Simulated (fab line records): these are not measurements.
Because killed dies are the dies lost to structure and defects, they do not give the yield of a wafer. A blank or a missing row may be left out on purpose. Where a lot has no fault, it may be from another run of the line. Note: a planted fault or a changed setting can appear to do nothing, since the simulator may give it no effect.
Split-lot trial | flow n5 finfet | 21 wafers read across 7 lots, on a route 1938 steps long

## THE SPLIT
At N5_BEOL_M0_ETCH_138 (etches SiCN in CH3F/O2, target depth 12 nm, time 31.6 s), the setting source w was moved away from the recipe's 395 W on 9 of the 21 wafers read, by -16.4% to +13.5%. The other wafers ran this setting at the recipe's value.

The split's own step is where the reading is taken.

## THE READING
rf vpp V, in V, at N5_BEOL_M0_ETCH_138 (etches SiCN in CH3F/O2, target depth 12 nm, time 31.6 s). Typical for fault-free wafers on this fab line: 296.8 V, with standard deviation 1.4 V.

wafer  | tool, chamber at the split | source w as run, W | against the recipe | rf vpp V, V | against lot-mates on the recipe
L077.2 | rie diel-04, 2             | 395                | recipe             | 296.1       | -
L077.4 | rie diel-04, 1             | 395                | recipe             | 294.7       | -
L077.5 | rie diel-04, 3             | 395                | recipe             | 295.7       | -
L076.1 | rie diel-02, 3             | 330.2              | -16.4%             | 313.4       | +16.6
L076.2 | rie diel-02, 0             | 395                | recipe             | 296.3       | -
L076.6 | rie diel-02, 3             | 395                | recipe             | 297.2       | -
L081.4 | rie diel-06, 0             | 442.8              | +12.1%             | 285.1       | -11.4
L081.5 | rie diel-06, 3             | 395                | recipe             | 297.1       | -
L081.6 | rie diel-06, 1             | 395                | recipe             | 296.0       | -
L080.2 | rie diel-06, 1             | 448.2              | +13.5%             | 284.5       | -12.6
L080.5 | rie diel-06, 0             | 395                | recipe             | 295.7       | -
L080.6 | rie diel-06, 1             | 395                | recipe             | 298.5       | -
L084.1 | rie diel-04, 3             | 341.4              | -13.6%             | 312.9       | +18.1
L084.4 | rie diel-04, 3             | 341.4              | -13.6%             | 309.0       | +14.2
L084.5 | rie diel-04, 1             | 395                | recipe             | 294.8       | -
L085.2 | rie diel-04, 0             | 349.4              | -11.5%             | 311.2       | +15.7
L085.3 | rie diel-04, 3             | 395                | recipe             | 295.5       | -
L085.5 | rie diel-04, 0             | 349.4              | -11.5%             | 310.4       | +14.9
L095.1 | rie diel-06, 0             | 357.3              | -9.5%              | 306.0       | +7.7
L095.2 | rie diel-06, 2             | 357.3              | -9.5%              | 307.1       | +8.8
L095.5 | rie diel-06, 1             | 395                | recipe             | 298.3       | -

FIT RESULTS
A straight line over all 21 wafers: rf vpp V changes by -1.04 V for each +1% of source w; r = -0.99; the points scatter about the line by 1.4 V.
The same after taking each lot's own level away (the mean of its wafers on the recipe; 21 wafers): -1.07 V for each +1%; r = -0.98; scatter 1.6 V.
The reading moves by 17 V for the largest change in source w, on that fit.
The span of the lots' own levels, 294.80 to 298.30 V, comes to 2.5 times the standard deviation stated above.
So the lot-to-lot level changes the slope little: the two slopes agree.
Check: +18.2 V against its lot-mates is what the line predicts for one of the wafers moved furthest among these (-16.4%) when that wafer is left out of the fit. Against them it came out at +16.6 V.
Tool readings at the split's step, against how far the setting was moved: rf vpp V r = -0.99.

## THESE WAFERS: OTHER SPLITS
Note: prior to the reading, these wafers also went through further splits. Each is held against what the fit with the lots' levels taken away leaves over:
other split on the same wafers        | wafers away from the commonest value | r with rf vpp V (lot level and that fit taken away)
N5_HKMG_FIN_COAT_43 spin rpm          | 7                                    | -0.04
N5_GATE_CUT_COAT_27 spin rpm          | 5                                    | -0.07
N5_GATE_CUT_DESCUM_18 time s          | 6                                    | +0.10
N5_MOL_CONTACT_COAG_EXPOSE_05 dose mj | 7                                    | +0.05
N5_BEOL_M0_SAQP_EXPOSE_11 dose mj     | 9                                    | -0.14

## FILE'S OWN FIT
rf vpp V changes by -1.05 V for each +1% of source w, r = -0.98.
